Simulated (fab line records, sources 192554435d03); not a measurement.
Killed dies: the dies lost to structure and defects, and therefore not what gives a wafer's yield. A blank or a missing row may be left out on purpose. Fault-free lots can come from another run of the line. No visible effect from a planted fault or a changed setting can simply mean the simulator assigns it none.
fab line records :: flow n5_finfet
record
  lots=3
  wafers=9
  last_day=17
route steps=1938 shown BEOL_M0@736 BEOL_M1@751 BEOL_M4@1111
lots with no fault: from the same line, run without faults
start_h: hours from the record's first day to the start of the lot's first wafer shown :: wait_h: hours since the lot's step before :: " unchanged from the row above :: L1.1+2: one row covering several wafers at once :: - either no value or no given start :: * or withheld: withheld :: < > ~ a bound
route shown NAME@n: a module of which the file shows steps, and the number in the route of the first :: usual: mean and standard deviation over wafers with no fault :: same: alike in all rows :: chamber/n: place in a boat :: sites: readings site by site :: _std_site: the standard deviation of these :: _edge_site: the outer-site mean with the inner-site mean subtracted :: radius_mm: for every site, how far away it sits from the centre of the wafer :: mask NAME#n: copy n :: behind: the tool/chamber that last shaped the wafer :: hold: why the lot went on hold/how many hours it stayed there/how the hold came to an end :: device: which transistor (n, p or np) failed to switch :: end of line: tests of these same wafers at the route's end :: a step with no rows: only its recipe :: killed: dies that structure and defects cost at the first sort, which is not the same as the wafer's yield :: map: a wafer's dies, marking killed ones x, the rest . and places with no die _
set.NAME: the setting that was run; set.NAME@STEP: the one run at that earlier step :: model.NAME: the simulator's own value behind a step, which no gauge read
lots at some steps of the route; a table a step, a row a wafer
services: from which hour (start_h, from the record's first day; less than 0 if before it) a tool's chamber was out of use, for how many hours, and why
## steps
# step N5_BEOL_M0_SPUTTER_132
# recipe
  material=Cu
  target_thk_a=40
  temp_c=-20
  chamber_pressure_pa=0.07
  power_w=withheld
  time_s=7.37
# step N5_BEOL_M0_ANNEAL_133
# recipe
  temp_c=400
  time_s=60
  ambient=vacuum
# step N5_BEOL_M0_SPUTTER_134
# recipe
  material=Cu
  target_thk_a=40
  temp_c=-20
  chamber_pressure_pa=0.07
  power_w=withheld
  time_s=7.37
# step N5_BEOL_M0_ANNEAL_135
# recipe
  temp_c=400
  time_s=60
  ambient=vacuum
# step N5_BEOL_M0_SPUTTER_141
# recipe
  material=Cu
  target_thk_a=40
  temp_c=-20
  chamber_pressure_pa=0.07
  power_w=withheld
  time_s=7.37
# step N5_BEOL_M0_ECD_118
# recipe
  material=Cu
  target_thk_a=3000
# step N5_BEOL_M0_ANNEAL_119
# recipe
  temp_c=225
  time_s=90
  ambient=N2
# step N5_BEOL_M0_CMP_120
# recipe
  stop_on=SiOC
  t_overpolish_s=6.9
  down_force_psi=1
  platen_rpm=50
  clearing_platen_down_force_psi=1.5
  clearing_platen_rpm=50
  post_cmp_clean=cu_alkaline
  clearing_platen_pad_velocity_m_s=0.99484
  pad_velocity_m_s=0.99484
# step N5_BEOL_M0_PRE_CLEAN_131
# recipe
  gas=NH3/H2
  time_s=15
  temp_c=*
  rf_power_w=300
# step N5_BEOL_M0_CO_CAP_123
# recipe
  material=Co
  target_thk_a=20
  temp_c=200
  precursor=CCTBA/H2
  pressure_torr=30
  time_s=102.1
# step N5_BEOL_M0_PRE_CLEAN_124
# recipe
  gas=NH3
  time_s=15
  temp_c=withheld
  rf_power_w=300
# step N5_BEOL_M0_DEP_125
# recipe
  material=SiCN
  target_thk_a=80
  temp_c=withheld
  precursor=3MS/NH3
  pressure_torr=3
  rf_w=202
  time_s=14
# usual
  showerhead_plenum_p_Torr=3.671/0.014
  throttle_valve_pct=9.1/0.31
lot.wafer: L768.4
tool: pecvd-03
chamber: 0
start_h: 164.88
wait_h: 0.0
showerhead_plenum_p_Torr: 3.647
throttle_valve_pct: 9.5
model.SiCN_of_BEOL_M0_DEP_125.thk_nm: 8.2

lot.wafer: L768.5
tool: pecvd-03
chamber: 1
start_h: 164.88
wait_h: 0.0
showerhead_plenum_p_Torr: 3.674
throttle_valve_pct: 9.4
model.SiCN_of_BEOL_M0_DEP_125.thk_nm: 8

lot.wafer: L768.6
tool: pecvd-03
chamber: 2
start_h: 164.88
wait_h: 0.0
showerhead_plenum_p_Torr: 3.646
throttle_valve_pct: 9.1
model.SiCN_of_BEOL_M0_DEP_125.thk_nm: 8.2

lot.wafer: L775.3
tool: pecvd-03
chamber: 0
start_h: 205.39
wait_h: 0.0
showerhead_plenum_p_Torr: 3.643
throttle_valve_pct: 9.4
model.SiCN_of_BEOL_M0_DEP_125.thk_nm: 8

lot.wafer: L775.4
tool: pecvd-03
chamber: 1
start_h: 205.39
wait_h: 0.0
showerhead_plenum_p_Torr: 3.671
throttle_valve_pct: 9.3
model.SiCN_of_BEOL_M0_DEP_125.thk_nm: 4

lot.wafer: L775.6
tool: pecvd-03
chamber: 2
start_h: 205.39
wait_h: 0.0
showerhead_plenum_p_Torr: 3.657
throttle_valve_pct: 9.3
model.SiCN_of_BEOL_M0_DEP_125.thk_nm: 8

lot.wafer: L783.4
tool: pecvd-02
chamber: 2
start_h: 258.04
wait_h: 0.0
showerhead_plenum_p_Torr: 3.671
throttle_valve_pct: 8.8
model.SiCN_of_BEOL_M0_DEP_125.thk_nm: 8.2

lot.wafer: L783.5
tool: pecvd-02
chamber: 0
start_h: 258.04
wait_h: 0.0
showerhead_plenum_p_Torr: 3.693
throttle_valve_pct: 8.8
model.SiCN_of_BEOL_M0_DEP_125.thk_nm: 8.2

lot.wafer: L783.6
tool: pecvd-02
chamber: 1
start_h: 258.04
wait_h: 0.0
showerhead_plenum_p_Torr: 3.666
throttle_valve_pct: 9.3
model.SiCN_of_BEOL_M0_DEP_125.thk_nm: 8
# step N5_BEOL_M1_ILD_DEP_00
# recipe
  material=SiOC
  target_thk_a=790
  temp_c=350
  precursor=DEMS/O2
  pressure_torr=5
  rf_w=500
  time_s=15.3
# step N5_BEOL_M1_PECVD_72
# recipe
  material=SiO2
  target_thk_a=160
  temp_c=400
  precursor=TEOS/O2
  pressure_torr=5.5
  rf_w=450
  teos_flow_sccm=53.8
  gas=O2
  flow_sccm=3000
  time_s=18
# step N5_BEOL_M1_HM_DEP_02
# recipe
  material=TiN
  target_thk_a=200
  temp_c=25
  chamber_pressure_pa=0.49996
# step N5_BEOL_M1_COAT_61
# recipe
  resist=SOC
  temp_c=250
  time_s=60
  spin_rpm=1500
  resist_thk_nm=60
# step N5_BEOL_M1_COAT_62
# recipe
  resist=SiARC
  temp_c=220
  time_s=60
  spin_rpm=1500
  resist_thk_nm=12
# step N5_BEOL_M1_COAT_73
# recipe
  resist=underlayer
  temp_c=205
  time_s=60
  spin_rpm=1500
  resist_thk_nm=5
# step N5_BEOL_M1_COAT_05
# recipe
  resist=CAR-EUV
  spin_rpm=1500
  resist_thk_nm=30
# step N5_BEOL_M1_EBR_07
# recipe
  solvent=PGMEA
  ebr_width_mm=1.5
# step N5_BEOL_M1_SOFTBAKE_06
# recipe
  temp_c=110
  time_s=60
  resist=CAR-EUV
# step N5_BEOL_M1_EXPOSE_08
# recipe
  mask_id=M1
  na=0.33
  source_shape=dipole
  sigma_inner=0.369
  sigma_outer=0.767
  polarization=unpolarized
  dose_mj=33
# step N5_BEOL_M1_PEB_09
# recipe
  peb_temp_c=100
  peb_time_s=60
  resist=CAR-EUV
# step N5_BEOL_M1_DEVELOP_10
# recipe
  develop_time_s=30
  developer=TMAH
  resist=CAR-EUV
  rinse_liquid=surfactant_rinse
  dry=air_spin
  dev_temp_c=23
# step N5_BEOL_M1_DESCUM_16
# recipe
  chemistry=O2
  time_s=7
  source_power_w=50
  bias_power_w=20
  pressure_mtorr=20
  rf_frequency_hz=2.712e+07
  temp_c=40
  resist=CAR-EUV
  o2_flow_sccm=225
# step N5_BEOL_M1_ETCH_74
# recipe
  chemistry=N2/H2
  target=underlayer
  target_depth_a=65
  mask_material=CAR-EUV
  time_s=5.2
  ion_energy_ev=200
  pressure_mtorr=30
  source_w=840
  bias_w=150
  n2_flow_sccm=200
  h2_flow_sccm=200
  ends=cleared
# step N5_BEOL_M1_ETCH_63
# recipe
  chemistry=CF4
  target=SiARC
  target_depth_a=156
  mask_material=CAR-EUV
  time_s=26
  ion_energy_ev=80
  pressure_mtorr=40
  source_w=545
  bias_w=36
  Ar_flow_sccm=100
  cf4_flow_sccm=100
  ends=cleared
# step N5_BEOL_M1_ETCH_64
# recipe
  chemistry=N2/H2
  target=SOC
  target_depth_a=750
  overetch_a=150
  mask_material=SiARC
  temp_c=40
  time_s=112.5
  ion_energy_ev=200
  pressure_mtorr=30
  source_w=840
  bias_w=150
  n2_flow_sccm=200
  h2_flow_sccm=200
# step N5_BEOL_M1_STRIP_65
# recipe
  chemistry=N2/H2
  temp_c=40
  n2_flow_sccm=200
  h2_flow_sccm=200
  rf_frequency_hz=6e+07
# step N5_BEOL_M1_STRIP_75
# recipe
  chemistry=N2/H2
  temp_c=40
  n2_flow_sccm=200
  h2_flow_sccm=200
  rf_frequency_hz=6e+07
# step N5_BEOL_M1_STRIP_66
# recipe
  chemistry=CF4
  resist=SiARC
  power_w=300
  bias_power_w=75
  pressure_mtorr=50
  cf4_flow_sccm=150
  rf_frequency_hz=6e+07
# step N5_BEOL_M1_HM_OPEN_17
# recipe
  chemistry=Cl2/BCl3
  target_depth_a=200
  overetch_a=60
  target=TiN
  mask_material=SOC
  ion_energy_ev=150
  pressure_mtorr=10
  icp_w=1000
  bias_w=126
  Cl2_flow_sccm=53.25
  bcl3_flow_sccm=21.75
  Ar_flow_sccm=25
# step N5_BEOL_M1_STRIP_19
# recipe
  chemistry=O2
  power_w=400
  temp_c=40
  pressure_mtorr=30
  rf_frequency_hz=6e+07
  bias_power_w=0
  overash_fraction=0.2
  o2_flow_sccm=225
# step N5_BEOL_M1_COAT_67
# recipe
  resist=SOC
  temp_c=250
  time_s=60
  spin_rpm=1500
  resist_thk_nm=60
# step N5_BEOL_M1_CMP_52
# recipe
  stop_on=SiOC
  t_overpolish_s=6.8
  down_force_psi=1
  platen_rpm=50
  clearing_platen_down_force_psi=1.5
  clearing_platen_rpm=50
  post_cmp_clean=cu_alkaline
  target_thk_nm=40
  clearing_platen_pad_velocity_m_s=0.99484
  pad_velocity_m_s=0.99484
# usual
  barrier_field_endpoint_s=24.7/0.7
  motor_current_A=5.9/0.49
  overpolish_run_s=6.800/0.0087
  slurry_flow_ml_min=150.0/0.48
  time_to_endpoint_s=62/3.8
# same
  t_overpolish_s=6.8
lot.wafer: L768.4
tool: cmp-02
chamber: 0
start_h: 173.98
wait_h: 0.2
barrier_field_endpoint_s: 24.4
motor_current_A: 5.2
overpolish_run_s: 6.798
slurry_flow_ml_min: 149.9
time_to_endpoint_s: 57
model.Cu_of_BEOL_M1_ECD_50.thk_nm: 40.4

lot.wafer: L768.5
tool: cmp-02
chamber: 1
start_h: 173.98
wait_h: 0.2
barrier_field_endpoint_s: 25.4
motor_current_A: 5.6
overpolish_run_s: 6.800
slurry_flow_ml_min: 151.0
time_to_endpoint_s: 66
model.Cu_of_BEOL_M1_ECD_50.thk_nm: 41.4

lot.wafer: L768.6
tool: cmp-02
chamber: 2
start_h: 173.98
wait_h: 0.2
barrier_field_endpoint_s: 24.7
motor_current_A: 6.2
overpolish_run_s: 6.814
slurry_flow_ml_min: 150.5
time_to_endpoint_s: 64
model.Cu_of_BEOL_M1_ECD_50.thk_nm: 41.2

lot.wafer: L775.3
tool: cmp-04
chamber: 1
start_h: 213.85
wait_h: 0.2
barrier_field_endpoint_s: 24.1
motor_current_A: 6.6
overpolish_run_s: 6.803
slurry_flow_ml_min: 150.0
time_to_endpoint_s: 62
model.Cu_of_BEOL_M1_ECD_50.thk_nm: 37.8

lot.wafer: L775.4
tool: cmp-04
chamber: 2
start_h: 213.85
wait_h: 0.2
barrier_field_endpoint_s: 24.1
motor_current_A: 5.9
overpolish_run_s: 6.792
slurry_flow_ml_min: 149.3
time_to_endpoint_s: 56
model.Cu_of_BEOL_M1_ECD_50.thk_nm: 32

lot.wafer: L775.6
tool: cmp-04
chamber: 1
start_h: 213.85
wait_h: 0.2
barrier_field_endpoint_s: 24.6
motor_current_A: 6.7
overpolish_run_s: 6.808
slurry_flow_ml_min: 149.7
time_to_endpoint_s: 60
model.Cu_of_BEOL_M1_ECD_50.thk_nm: 37.6

lot.wafer: L783.4
tool: cmp-02
chamber: 3
start_h: 271.93
wait_h: 0.2
barrier_field_endpoint_s: 25.3
motor_current_A: 6.2
overpolish_run_s: 6.809
slurry_flow_ml_min: 150.2
time_to_endpoint_s: 63
model.Cu_of_BEOL_M1_ECD_50.thk_nm: 40

lot.wafer: L783.5
tool: cmp-02
chamber: 0
start_h: 271.93
wait_h: 0.2
barrier_field_endpoint_s: 23.7
motor_current_A: 5.5
overpolish_run_s: 6.798
slurry_flow_ml_min: 150.5
time_to_endpoint_s: 53
model.Cu_of_BEOL_M1_ECD_50.thk_nm: 38

lot.wafer: L783.6
tool: cmp-02
chamber: 1
start_h: 271.93
wait_h: 0.2
barrier_field_endpoint_s: 25.5
motor_current_A: 5.3
overpolish_run_s: 6.794
slurry_flow_ml_min: 149.6
time_to_endpoint_s: 66
model.Cu_of_BEOL_M1_ECD_50.thk_nm: 39.4
# step N5_BEOL_M1_THK_MEAS_53
# recipe
  thk_meas_gauge=xrf
  reads=Cu_of_BEOL_M1_ECD_50
# usual
  M1_THK=40.5/1.8
lot.wafer: L768.4
tool: film_metro-01
chamber: -
start_h: 174.17
wait_h: -
M1_THK[nm]: 41.4

lot.wafer: L768.5
tool: film_metro-01
chamber: -
start_h: 174.17
wait_h: -
M1_THK[nm]: 42.3

lot.wafer: L768.6
tool: film_metro-01
chamber: -
start_h: 174.17
wait_h: -
M1_THK[nm]: 41.9

lot.wafer: L775.3
tool: film_metro-01
chamber: -
start_h: 214.14
wait_h: -
M1_THK[nm]: 38.6

lot.wafer: L775.4
tool: film_metro-01
chamber: -
start_h: 214.14
wait_h: -
M1_THK[nm]: 32.7

lot.wafer: L775.6
tool: film_metro-01
chamber: -
start_h: 214.14
wait_h: -
M1_THK[nm]: 38.6

lot.wafer: L783.4
tool: film_metro-01
chamber: -
start_h: 272.11
wait_h: -
M1_THK[nm]: 40.6

lot.wafer: L783.5
tool: film_metro-01
chamber: -
start_h: 272.11
wait_h: -
M1_THK[nm]: 38.8

lot.wafer: L783.6
tool: film_metro-01
chamber: -
start_h: 272.11
wait_h: -
M1_THK[nm]: 40.0
# step N5_BEOL_M1_RS_MEAS_58
# recipe
  thk_meas_gauge=four-point-probe
  reads=Co_of_BEOL_M1_CO_CAP_55+Cu_of_BEOL_M1_ECD_50+Co_of_BEOL_M1_CVD_47+TaN_of_BEOL_M1_ALD_84
# usual
  M1_RS=0.68/0.038
lot.wafer: L768.4
tool: film_metro-01
chamber: -
start_h: 174.43
wait_h: 0.0
M1_RS[ohm/sq]: 0.66

lot.wafer: L768.5
tool: film_metro-01
chamber: -
start_h: 174.43
wait_h: 0.0
M1_RS[ohm/sq]: 0.64

lot.wafer: L768.6
tool: film_metro-01
chamber: -
start_h: 174.43
wait_h: 0.0
M1_RS[ohm/sq]: 0.65

lot.wafer: L775.3
tool: film_metro-02
chamber: -
start_h: 214.40
wait_h: 0.1
M1_RS[ohm/sq]: 0.72

lot.wafer: L775.4
tool: film_metro-02
chamber: -
start_h: 214.40
wait_h: 0.1
M1_RS[ohm/sq]: 0.89

lot.wafer: L775.6
tool: film_metro-02
chamber: -
start_h: 214.40
wait_h: 0.1
M1_RS[ohm/sq]: 0.72

lot.wafer: L783.4
tool: film_metro-02
chamber: -
start_h: 272.37
wait_h: 0.0
M1_RS[ohm/sq]: 0.67

lot.wafer: L783.5
tool: film_metro-02
chamber: -
start_h: 272.37
wait_h: 0.0
M1_RS[ohm/sq]: 0.72

lot.wafer: L783.6
tool: film_metro-02
chamber: -
start_h: 272.37
wait_h: 0.0
M1_RS[ohm/sq]: 0.68
# step N5_BEOL_M4_RC_MEAS_101
# usual
  DIBL_N=36.2/1.7
  DIBL_P=36.2/2.2
  IOFF_N=0.16/0.035
  IOFF_P=0.21/0.042
  ION_N=673/13
  ION_P=462/7.9
  SS_N=71.4/0.59
  SS_P=73.2/0.7
  VT_N=250/3.6
  VT_P=-251/3.5
lot.wafer: L768.4
tool: prober-02
chamber: 0
start_h: 211.93
wait_h: 0.5
DIBL_N[mV/V]: 36.2
DIBL_P[mV/V]: 35.2
IOFF_N[nA/um]: 0.16
IOFF_P[nA/um]: 0.20
ION_N[uA/um]: 682
ION_P[uA/um]: 466
SS_N[mV/dec]: 71.2
SS_P[mV/dec]: 73.1
VT_N[mV]: 248
VT_P[mV]: -249

lot.wafer: L768.5
tool: prober-02
chamber: 0
start_h: 211.93
wait_h: 0.5
DIBL_N[mV/V]: 37.7
DIBL_P[mV/V]: 38.3
IOFF_N[nA/um]: 0.19
IOFF_P[nA/um]: 0.25
ION_N[uA/um]: 683
ION_P[uA/um]: 469
SS_N[mV/dec]: 72.1
SS_P[mV/dec]: 73.5
VT_N[mV]: 248
VT_P[mV]: -248

lot.wafer: L768.6
tool: prober-02
chamber: 0
start_h: 211.93
wait_h: 0.5
DIBL_N[mV/V]: 38.4
DIBL_P[mV/V]: 38.7
IOFF_N[nA/um]: 0.21
IOFF_P[nA/um]: 0.27
ION_N[uA/um]: 691
ION_P[uA/um]: 475
SS_N[mV/dec]: 71.8
SS_P[mV/dec]: 74.0
VT_N[mV]: 246
VT_P[mV]: -247

lot.wafer: L775.3
tool: prober-01
chamber: 0
start_h: 245.22
wait_h: 0.3
DIBL_N[mV/V]: 35.2
DIBL_P[mV/V]: 36.0
IOFF_N[nA/um]: 0.14
IOFF_P[nA/um]: 0.21
ION_N[uA/um]: 666
ION_P[uA/um]: 472
SS_N[mV/dec]: 71.5
SS_P[mV/dec]: 72.7
VT_N[mV]: 253
VT_P[mV]: -250

lot.wafer: L775.4
tool: prober-01
chamber: 0
start_h: 245.22
wait_h: 0.3
DIBL_N[mV/V]: 35.0
DIBL_P[mV/V]: 37.0
IOFF_N[nA/um]: 0.14
IOFF_P[nA/um]: 0.23
ION_N[uA/um]: 663
ION_P[uA/um]: 470
SS_N[mV/dec]: 71.2
SS_P[mV/dec]: 73.3
VT_N[mV]: 250
VT_P[mV]: -245

lot.wafer: L775.6
tool: prober-01
chamber: 0
start_h: 245.22
wait_h: 0.3
DIBL_N[mV/V]: 36.5
DIBL_P[mV/V]: 37.8
IOFF_N[nA/um]: 0.15
IOFF_P[nA/um]: 0.24
ION_N[uA/um]: 677
ION_P[uA/um]: 471
SS_N[mV/dec]: 71.5
SS_P[mV/dec]: 73.4
VT_N[mV]: 250
VT_P[mV]: -246

lot.wafer: L783.4
tool: prober-02
chamber: 0
start_h: 304.08
wait_h: 0.5
DIBL_N[mV/V]: 35.5
DIBL_P[mV/V]: 34.0
IOFF_N[nA/um]: 0.13
IOFF_P[nA/um]: 0.18
ION_N[uA/um]: 673
ION_P[uA/um]: 461
SS_N[mV/dec]: 70.5
SS_P[mV/dec]: 72.0
VT_N[mV]: 252
VT_P[mV]: -250

lot.wafer: L783.5
tool: prober-02
chamber: 0
start_h: 304.08
wait_h: 0.5
DIBL_N[mV/V]: 36.7
DIBL_P[mV/V]: 36.2
IOFF_N[nA/um]: 0.15
IOFF_P[nA/um]: 0.22
ION_N[uA/um]: 663
ION_P[uA/um]: 464
SS_N[mV/dec]: 70.8
SS_P[mV/dec]: 73.2
VT_N[mV]: 249
VT_P[mV]: -248

lot.wafer: L783.6
tool: prober-02
chamber: 0
start_h: 304.08
wait_h: 0.5
DIBL_N[mV/V]: 33.2
DIBL_P[mV/V]: 31.4
IOFF_N[nA/um]: 0.10
IOFF_P[nA/um]: 0.15
ION_N[uA/um]: 646
ION_P[uA/um]: 458
SS_N[mV/dec]: 70.2
SS_P[mV/dec]: 71.6
VT_N[mV]: 259
VT_P[mV]: -254
## services
tool: pecvd-03
chamber: 0
start_h: 156.29
hours: 5.5
kind: scheduled_down

tool: pecvd-02
chamber: -
start_h: 181.06
hours: 0.7
kind: repair

tool: cmp-04
chamber: -
start_h: 206.72
hours: 4.0
kind: pm

tool: cmp-04
chamber: -
start_h: 210.72
hours: -
kind: consumable_replace:conditioner

tool: cmp-04
chamber: -
start_h: 210.72
hours: -
kind: consumable_replace:pad

tool: cmp-04
chamber: -
start_h: 211.32
hours: 2.4
kind: repair

tool: pecvd-02
chamber: 2
start_h: 213.72
hours: 5.5
kind: scheduled_down

tool: cmp-04
chamber: -
start_h: 220.99
hours: 1.0
kind: repair

tool: cmp-02
chamber: -
start_h: 250.35
hours: 4.0
kind: pm

tool: cmp-04
chamber: -
start_h: 253.81
hours: 7.0
kind: pm

tool: cmp-02
chamber: -
start_h: 254.35
hours: -
kind: consumable_replace:conditioner

tool: cmp-02
chamber: -
start_h: 254.35
hours: -
kind: consumable_replace:pad

tool: cmp-02
chamber: -
start_h: 258.64
hours: 1.5
kind: repair

tool: pecvd-03
chamber: -
start_h: 258.70
hours: 26.5
kind: repair
## key
first_sign
  step=N5_BEOL_M1_THK_MEAS_53
  reading=M1_THK
  direction=down
  sigmas=4.4
  usual=40.5
  struck=32.7
effect
  step=N5_BEOL_M1_RS_MEAS_58
  reading=M1_RS
  direction=up
  sigmas=5.7
  usual=0.68
  struck=0.89
model_effect
  step=N5_BEOL_M0_DEP_125
  value=SiCN_of_BEOL_M0_DEP_125.thk_nm
  without=8
  struck=4
model_effect
  step=N5_BEOL_M1_CMP_52
  value=Cu_of_BEOL_M1_ECD_50.thk_nm
  without=36
  struck=32
met_at N5_BEOL_M0_DEP_125
struck_wafers L775.4
onset_between 164.88 205.39
fault
  kind=process_parameter_drift
  tool=pecvd-03
  chamber=-
  onset_h=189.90
  steps=N5_BEOL_M0_DEP_125
  channel=time_s
  offset=*
  shape=step
  end_h=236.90
  scope=struck_wafers_only
  acts_in=*
  stated=*
